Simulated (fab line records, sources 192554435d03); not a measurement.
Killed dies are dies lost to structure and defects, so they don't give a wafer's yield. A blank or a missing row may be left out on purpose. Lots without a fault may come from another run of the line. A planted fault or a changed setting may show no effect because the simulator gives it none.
Chamber matching | flow n5_finfet | N5_BEOL_M0_SAQP_ETCH_101 on rie_diel-06: 4 sister chambers
The step etches SiNx in CH3F/O2, target depth 29.9 nm, time 42.7 s. 4 wafers are shown with their chamber, then 8 later ones without.

WAFERS WITH THEIR CHAMBER
wafer  | chamber | drypump_motor_current_A (A)
L086.3 | 1       | 5.3
L089.3 | 2       | 6.2
L089.5 | 3       | 5.7
L093.1 | 0       | 6.1

WAFERS WITHOUT THEIR CHAMBER
wafer  | drypump_motor_current_A (A)
L093.3 | 6.2
L093.5 | 6.1
L096.2 | 5.4
L096.4 | 6.3
L096.6 | 5.7
L097.3 | 6.1
L097.5 | 5.3
L097.6 | 6.2

WHICH CHAMBER EACH WENT THROUGH
wafer  | from the rows above | in truth
L093.3 | 2                   | 2
L093.5 | 0                   | 0
L096.2 | 1                   | 1
L096.4 | 2                   | 2
L096.6 | 3                   | 3
L097.3 | 0                   | 0
L097.5 | 1                   | 1
L097.6 | 2                   | 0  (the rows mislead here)
Placed correctly: 7 of 8. Can't be placed from these rows: 0. Placed wrongly: 1.
How it was worked out, from the rows above alone: a wafer's distance from a chamber is the root of the sum, over the readings, of the square of ((its reading less the chamber's mean) divided by the reading's scatter). The wafer belongs to the nearest chamber; if the next one is less than 2 further off, it can't be placed. A chamber's mean is the mean of its shown wafers. The scatter: with one shown wafer a chamber, the root of the mean of the squares of how far each hidden wafer lies from its nearest shown one.
